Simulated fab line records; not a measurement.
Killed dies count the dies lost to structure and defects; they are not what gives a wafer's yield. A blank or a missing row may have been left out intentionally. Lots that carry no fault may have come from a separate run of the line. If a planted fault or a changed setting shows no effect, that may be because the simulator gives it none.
Chamber matching | flow n5 finfet | 4 sister chambers for N5_HKMG_FIN_ALD_75 on ald hk-02
The step deposits Al2O3, target thk 1 nm, co reactant pulse time 1 s. 14 wafers are shown with their chamber, then 7 later ones without.

WAFERS PAIRED WITH THEIR CHAMBERS
wafer  | chamber | heater power w (W) | precursor pulse height rel
L076.1 | 3       | 141                | 0.987
L076.4 | 0       | 184                | 0.968
L076.5 | 0       | 181                | 1.009
L078.1 | 3       | 141                | 0.972
L078.3 | 1       | 136                | 1.015
L078.6 | 0       | 181                | 0.992
L080.1 | 3       | 137                | 0.993
L080.3 | 2       | 180                | 0.986
L080.6 | 0       | 186                | 0.998
L084.1 | 1       | 135                | 0.983
L084.4 | 3       | 144                | 0.979
L084.6 | 0       | 187                | 1.011
L087.1 | 3       | 138                | 1.045
L087.2 | 2       | 182                | 1.002

SIGNATURES (averages over the wafers above)
reading                    | chamber 0 | chamber 1 | chamber 2 | chamber 3 | scatter within a chamber
heater power w             | 183.80    | 135.50    | 181.00    | 140.20    | 2.53
precursor pulse height rel | 0.99560   | 0.99900   | 0.99400   | 0.99520   | 0.0228
Rule: a wafer's distance from a chamber is the root of the sum, over the readings, of the square of ((its reading less the chamber's mean) divided by the reading's scatter). The wafer belongs to the nearest chamber; if the next one is less than 2 further off, it can't be placed. How the scatter is found: for the shown wafers, subtract from each reading the mean of its chamber, square and add these, divide the total by (wafers less chambers), then take the root.

WAFERS MISSING THEIR CHAMBER
wafer  | heater power w (W) | precursor pulse height rel
L087.4 | 179                | 0.981
L095.2 | 142                | 0.991
L095.4 | 188                | 1.018
L095.5 | 137                | 1.000
L096.2 | 182                | 1.020
L096.3 | 185                | 1.005
L096.4 | 136                | 1.018

EACH ONE'S CHAMBER
wafer  | from the rows above     | in truth
L087.4 | can't be placed: 2 or 0 | 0
L095.2 | can't be placed: 3 or 1 | 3
L095.4 | can't be placed: 0 or 2 | 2
L095.5 | can't be placed: 1 or 3 | 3
L096.2 | can't be placed: 2 or 0 | 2
L096.3 | can't be placed: 0 or 2 | 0
L096.4 | can't be placed: 1 or 3 | 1
Correct placement for 0 of the 7. Not placeable from these rows: 7 (in 7, the candidates include the true chamber). 0 placed wrongly.
